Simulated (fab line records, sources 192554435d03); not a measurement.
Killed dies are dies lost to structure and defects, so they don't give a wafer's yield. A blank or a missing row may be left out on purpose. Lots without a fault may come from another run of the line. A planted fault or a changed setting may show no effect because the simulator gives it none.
Chamber matching | flow n5_finfet | N5_BEOL_M0_SAQP_ETCH_83 on rie_diel-04: 4 sister chambers
The step etches SiARC in CF4, target depth 39 nm, time 65 s. 8 wafers are shown with their chamber, then 8 later ones without.

WAFERS WITH THEIR CHAMBER
wafer  | chamber | showerhead_plenum_p_Torr (Torr) | throttle_valve_pct (%)
L075.2 | 3       | 2.03                            | 15.57
L075.6 | 3       | 2.03                            | 15.59
L081.5 | 0       | 2.19                            | 16.07
L085.1 | 1       | 2.20                            | 15.63
L085.5 | 0       | 2.19                            | 16.10
L086.1 | 1       | 2.20                            | 15.63
L086.5 | 2       | 2.21                            | 15.69
L092.2 | 2       | 2.20                            | 15.70

WAFERS WITHOUT THEIR CHAMBER
wafer  | showerhead_plenum_p_Torr (Torr) | throttle_valve_pct (%)
L092.4 | 2.28                            | 15.18
L092.6 | 2.20                            | 15.70
L093.2 | 2.28                            | 15.18
L093.5 | 2.28                            | 15.18
L093.6 | 2.20                            | 15.70
L094.1 | 2.20                            | 15.73
L094.4 | 2.19                            | 15.62
L094.6 | 2.20                            | 15.70

WHICH CHAMBER EACH WENT THROUGH
wafer  | from the rows above | in truth
L092.4 | 1                   | 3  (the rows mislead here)
L092.6 | 2                   | 2
L093.2 | 1                   | 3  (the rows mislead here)
L093.5 | 1                   | 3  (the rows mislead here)
L093.6 | 2                   | 2
L094.1 | 2                   | 2
L094.4 | 1                   | 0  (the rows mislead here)
L094.6 | 2                   | 2
Placed correctly: 4 of 8. Can't be placed from these rows: 0. Placed wrongly: 4.
How it was worked out, from the rows above alone: a wafer's distance from a chamber is the root of the sum, over the readings, of the square of ((its reading less the chamber's mean) divided by the reading's scatter). The wafer belongs to the nearest chamber; if the next one is less than 2 further off, it can't be placed. A chamber's mean is the mean of its shown wafers. The scatter: the root of (the sum of the squares of (reading less its chamber's mean) over the shown wafers, divided by (wafers less chambers)).
